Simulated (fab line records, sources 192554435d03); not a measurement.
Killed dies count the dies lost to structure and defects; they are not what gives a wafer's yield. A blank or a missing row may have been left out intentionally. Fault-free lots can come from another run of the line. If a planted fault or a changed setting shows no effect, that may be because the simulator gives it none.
Split-lot experiment | flow n5-finfet | 39 wafers read across 7 lots, on a route 1938 steps long

THE SPLIT
At N5_BEOL_M12_SPUTTER_44 (material Ta, target thk 10 nm, time 16.13 s), the setting target-thk-a was moved away from the recipe's 100 angstrom on 15 of the 39 wafers read, by -44.4% to +42.1%. This setting was run at the recipe's value on the other wafers.

FROM THE SPLIT TO THE READING: what the file shows between them, 3 steps
- N5_BEOL_M12_SPUTTER_45: material Cu, target thk 80 nm, time 13.33 s
- N5_BEOL_M12_ECD_47: material Cu, target thk 720 nm
- N5_BEOL_M12_ANNEAL_48: time 90 s

THE READING
barrier-field-endpoint-s, in s, at N5_BEOL_M12_CMP_49 (polishes, stops on SiOC, t overpolish 20.6 s, target thk 320 nm). A value of 30.4 s with a standard deviation of 0.73 s is what fault-free wafers of this fab line usually give.

wafer  | tool, chamber at the split | target-thk-a as run, angstrom | against the recipe | barrier-field-endpoint-s, s | against lot-mates on the recipe
L074.1 | pvd-sputter-02, -          | 100                           | recipe             | 30.4                        | -
L074.2 | pvd-sputter-02, -          | 78.41                         | -21.6%             | 28.3                        | -2.8
L074.4 | pvd-sputter-02, -          | 100                           | recipe             | 31.4                        | -
L074.3 | pvd-sputter-02, -          | 100                           | recipe             | 31.5                        | -
L074.5 | pvd-sputter-02, -          | 78.41                         | -21.6%             | 28.3                        | -2.8
L074.6 | pvd-sputter-02, -          | 78.41                         | -21.6%             | 28.2                        | -2.9
L081.1 | pvd-sputter-02, -          | 100                           | recipe             | 29.2                        | -
L081.2 | pvd-sputter-02, -          | 55.59                         | -44.4%             | 24.3                        | -5.4
L081.4 | pvd-sputter-02, -          | 55.59                         | -44.4%             | 24.2                        | -5.5
L081.3 | pvd-sputter-02, -          | 100                           | recipe             | 29.6                        | -
L081.5 | pvd-sputter-02, -          | 55.59                         | -44.4%             | 24.8                        | -4.9
L081.6 | pvd-sputter-02, -          | 100                           | recipe             | 30.3                        | -
L085.4 | pvd-sputter-02, -          | 100                           | recipe             | 29.9                        | -
L085.3 | pvd-sputter-02, -          | 100                           | recipe             | 29.5                        | -
L085.6 | pvd-sputter-02, -          | 100                           | recipe             | 29.6                        | -
L087.2 | pvd-sputter-02, -          | 100                           | recipe             | 30.1                        | -
L087.1 | pvd-sputter-02, -          | 142.1                         | +42.1%             | 34.5                        | +4.3
L087.4 | pvd-sputter-02, -          | 100                           | recipe             | 30.3                        | -
L087.3 | pvd-sputter-02, -          | 142.1                         | +42.1%             | 34.7                        | +4.5
L087.5 | pvd-sputter-02, -          | 100                           | recipe             | 30.3                        | -
L087.6 | pvd-sputter-02, -          | 142.1                         | +42.1%             | 34.6                        | +4.4
L086.4 | pvd-sputter-02, -          | 75.41                         | -24.6%             | 27.5                        | -3.0
L086.1 | pvd-sputter-02, -          | 100                           | recipe             | 31.2                        | -
L086.2 | pvd-sputter-02, -          | 100                           | recipe             | 30.5                        | -
L086.3 | pvd-sputter-02, -          | 100                           | recipe             | 29.7                        | -
L086.5 | pvd-sputter-02, -          | 75.41                         | -24.6%             | 27.2                        | -3.3
L086.6 | pvd-sputter-02, -          | 75.41                         | -24.6%             | 26.9                        | -3.6
L091.4 | pvd-sputter-02, -          | 100                           | recipe             | 29.8                        | -
L091.1 | pvd-sputter-02, -          | 100                           | recipe             | 30.1                        | -
L091.2 | pvd-sputter-02, -          | 100                           | recipe             | 29.9                        | -
L091.3 | pvd-sputter-02, -          | 100                           | recipe             | 29.8                        | -
L091.6 | pvd-sputter-02, -          | 100                           | recipe             | 30.2                        | -
L091.5 | pvd-sputter-02, -          | 100                           | recipe             | 29.7                        | -
L088.3 | pvd-sputter-01, -          | 59.92                         | -40.1%             | 25.1                        | -4.8
L088.1 | pvd-sputter-01, -          | 100                           | recipe             | 30.0                        | -
L088.4 | pvd-sputter-01, -          | 100                           | recipe             | 29.9                        | -
L088.2 | pvd-sputter-01, -          | 100                           | recipe             | 29.7                        | -
L088.6 | pvd-sputter-01, -          | 59.92                         | -40.1%             | 24.6                        | -5.3
L088.5 | pvd-sputter-01, -          | 59.92                         | -40.1%             | 24.8                        | -5.1

THE FIT
A straight line over all 39 wafers: barrier-field-endpoint-s changes by +0.118 s for each +1% of target-thk-a; r = +0.98; the points scatter about the line by 0.56 s.
The same after taking each lot's own level away (the mean of its wafers on the recipe; 39 wafers): +0.117 s for each +1%; r = +0.99; scatter 0.36 s.
On that fit, the largest move of target-thk-a shifts the reading by 5.2 s.
The span of the lots' own levels, 29.67 to 31.10 s, comes to 2.0 times the standard deviation stated above.
Hence the lot-to-lot level has little effect on the slope; both slopes agree.
Check: with one of the wafers moved furthest among these (-44.4%) left out of the fit, the line predicts -5.3 s for it against its lot-mates. Against them it came out at -5.4 s.

THE OTHER SPLITS THESE WAFERS WENT THROUGH
Before the reading, these wafers also passed through other splits. Each is held against what the fit with the lots' levels taken away leaves over:
other split on the same wafers    | wafers away from the commonest value | r with barrier-field-endpoint-s (lot level and that fit taken away)
N5_BEOL_M7_ILD_DEP_00 time-s      | 12                                   | -0.21
N5_BEOL_M8_HM_DEP_02 target-thk-a | 15                                   | -0.11

THE WHOLE CHAIN: every reading that the file lists as answering this split, in the file's order
step                   | what it does                                                    | reading                                                                           | change (the file's fit)                | r (the file's)
N5_BEOL_M12_SPUTTER_44 | material Ta, target thk 10 nm, time 16.13 s                     | Ta_of_BEOL_M12_SPUTTER_44.thk-nm (the simulator's own value, which no gauge read) | +0.0995 nm for each +1% of the setting | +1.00
N5_BEOL_M12_CMP_49     | polishes, stops on SiOC, t overpolish 20.6 s, target thk 320 nm | barrier-field-endpoint-s                                                          | +0.118 s for each +1% of the setting   | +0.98

FILE'S OWN FIT
barrier-field-endpoint-s changes by +0.118 s for each +1% of target-thk-a, r = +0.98.
